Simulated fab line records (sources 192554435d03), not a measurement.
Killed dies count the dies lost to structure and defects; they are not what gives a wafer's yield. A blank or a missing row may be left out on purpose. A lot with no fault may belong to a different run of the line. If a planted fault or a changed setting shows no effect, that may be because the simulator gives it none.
One fault through the eyes of 3 desks / flow n5-finfet / each desk holds nothing but its own numbers, with what lay behind them at the end

FOR THE TOOL OWNER'S DESK: laser-anneal-02
Per lot that ran on this tool, the mean of the sampled wafers carrying a number, from the tool's own readings at N5_SD_ACTIVATION_LSA_01 (time 0.0008 s). The brackets show how far a lot's mean lies from the usual mean; more than 4 standard deviations puts the lot out of limits, marked OUT.
Columns: A = wafer_temp_C_max at N5_SD_ACTIVATION_LSA_01, usual 1086.4
lot=L391; first seen here=day 3 11:43; A=1083.2
lot=L393; first seen here=day 4 02:40; A=1083.6
lot=L395; first seen here=day 4 09:40; A=1084.5
lot=L397; first seen here=day 4 21:44; A=1084.0
lot=L399; first seen here=day 5 13:52; A=1083.5
lot=L403; first seen here=day 6 16:46; A=1106.0 (+6.7) OUT
lot=L405; first seen here=day 7 00:40; A=1107.1 (+7.1) OUT
This desk finds L403, L405 out of limits, L403 being first, at day 6 16:46 (wafer_temp_C_max at N5_SD_ACTIVATION_LSA_01). In limits: L391, L393, L395, L397, L399.

METROLOGY DESK
What the gauges read, lot by lot, whatever tool the lot ran on: means of the sampled wafers that have a number. The brackets show how far a lot's mean lies from the usual mean; more than 4 standard deviations puts the lot out of limits, marked OUT.
Columns: A = thk-nm at N5_ILD0_THK_MEAS_13, usual 18.0 nm
lot=L391; first seen here=day 3 19:55; A=19.5
lot=L392; first seen here=day 3 23:16; A=19.7
lot=L393; first seen here=day 4 10:25; A=18.3
lot=L395; first seen here=day 4 17:41; A=19.8
lot=L396; first seen here=day 5 00:17; A=18.1
lot=L397; first seen here=day 5 04:44; A=16.5
lot=L398; first seen here=day 5 14:52; A=16.6
lot=L399; first seen here=day 5 20:44; A=16.6
lot=L403; first seen here=day 6 23:31; A=17.0
lot=L405; first seen here=day 7 07:26; A=19.5
lot=L410; first seen here=day 8 12:38; A=17.9
lot=L412; first seen here=day 9 06:06; A=18.6
lot=L414; first seen here=day 9 11:56; A=17.9
This desk found nothing out of limits on any of the 13 lots.

THE DEFECT DESK
Inspection counts along the route, by lot: the mean over sampled wafers that carry a number. The brackets show how far a lot's mean lies from the usual mean; more than 4 standard deviations puts the lot out of limits, marked OUT.
Columns: A = raw-defect-count at N5_ILD0_INSPECT_06, usual 37
lot=L391; first seen here=day 3 19:57; A=35
lot=L392; first seen here=day 3 23:17; A=32
lot=L393; first seen here=day 4 10:26; A=40
lot=L395; first seen here=day 4 17:43; A=53
lot=L396; first seen here=day 5 00:19; A=55
lot=L397; first seen here=day 5 04:46; A=23
lot=L398; first seen here=day 5 14:54; A=19
lot=L399; first seen here=day 5 20:46; A=26
lot=L403; first seen here=day 6 23:32; A=51
lot=L405; first seen here=day 7 07:28; A=28
lot=L410; first seen here=day 8 12:40; A=30
lot=L412; first seen here=day 9 06:07; A=22
lot=L414; first seen here=day 9 11:57; A=19
This desk found nothing out of limits on any of the 13 lots.

TAKEN TOGETHER
At day 6 16:46, on L403, L405, the tool owner's desk was in a position to raise an alarm.
Nothing out of limits was seen by the metrology desk.
Nothing the defect desk looked at was out of limits.
The metrology desk has L403, L405 on record, within its limits.
The defect desk has L403, L405 on record, within its limits.
The lots listed all ran N5_SD_ACTIVATION_LSA_01 on laser-anneal-02.

WHAT THE SIMULATOR PUT IN
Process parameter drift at N5_SD_ACTIVATION_LSA_01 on laser-anneal-02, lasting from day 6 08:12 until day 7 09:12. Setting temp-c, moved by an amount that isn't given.
Shown lots that were struck: L403, L405.
How many hours passed from the start of the fault until each desk's first out-of-limits reading: the tool owner's desk, 9.
